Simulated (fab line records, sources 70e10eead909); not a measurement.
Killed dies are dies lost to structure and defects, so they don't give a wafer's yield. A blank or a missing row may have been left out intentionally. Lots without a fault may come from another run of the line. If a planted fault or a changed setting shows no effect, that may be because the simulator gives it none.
Which tool was responsible? | flow nand-harc | Sampling: 12 lots, 36 wafers, 2 of 1159 route steps

== WHAT EACH GAUGE READ, for each wafer ==
NHARC_A_CONTACT_CD_MEAS_08: target cd 100 nm.
lot  | measured     | on        | cd-nm (nm)
L075 | day 17 01:17 | cd-sem-03 | 99.7 100.1 99.9
L077 | day 17 08:47 | cd-sem-03 | 100.4 100.3 100.5
L079 | day 17 23:54 | cd-sem-01 | 100.2 99.9 100.2
L081 | day 18 09:47 | cd-sem-03 | 99.9 100.2 100.1
L083 | day 19 11:14 | cd-sem-02 | 100.3 100.4 100.2
L084 | day 19 22:58 | cd-sem-02 | 99.8 99.0 99.4
L085 | day 20 00:59 | cd-sem-02 | 99.6 99.5 99.2
L090 | day 20 13:33 | cd-sem-01 | 100.6 100.9 100.9
L093 | day 21 14:07 | cd-sem-02 | 99.7 100.1 99.7
L094 | day 22 01:10 | cd-sem-03 | 100.3 99.9 101.1
L091 | day 22 08:47 | cd-sem-03 | 100.2 100.4 101.0
L095 | day 22 19:40 | cd-sem-03 | 100.4 100.1 100.6

== WHICH TOOL RAN EACH LOT (tool, then ch and the chambers of the sampled wafers, then the start) ==
lot  | NHARC_A_CONTACT_ETCH_123
L075 | har-cap-etch-01 ch 0,1, day 16 10:29
L077 | har-cap-etch-01 ch 0,1, day 16 16:25
L079 | har-cap-etch-02 ch 0,1, day 17 13:03
L081 | har-cap-etch-01 ch 0,1, day 17 22:30
L083 | har-cap-etch-01 ch 0,1, day 18 20:46
L084 | har-cap-etch-02 ch 1, day 19 07:31
L085 | har-cap-etch-01 ch 1, day 19 11:30
L090 | har-cap-etch-02 ch 0,1, day 20 00:50
L093 | har-cap-etch-02 ch 0,1, day 21 01:50
L094 | har-cap-etch-02 ch 0,1, day 21 11:23
L091 | har-cap-etch-03 ch 0,1, day 21 20:07
L095 | har-cap-etch-01 ch 0,1, day 22 06:50
- NHARC_A_CONTACT_ETCH_123: etches the open film in C4F8/O2/Ar, time 253 s, target depth 1090 nm.

== THE ANSWER, worked out from the rows above alone ==
Rule: the usual values come from the lots themselves. The widest of any qualifying gaps counts: lots, ordered by their means at a reading, are off when they make up no more than a third of the lots, leave a main group of 4 or more, and stand apart from it by 3 or more times the standard deviation of that group's means. Not used: any main group whose means are identical at the precision the tables above print for the reading. A lot without any number at a reading at which 4 lots or more have one is off too. Where the step has rows for the other lots, those lots are counted as sound.
Across all readings shown, no lot is off: no conclusion can be drawn from this.

== WHAT THE SIMULATOR HAD INSERTED ==
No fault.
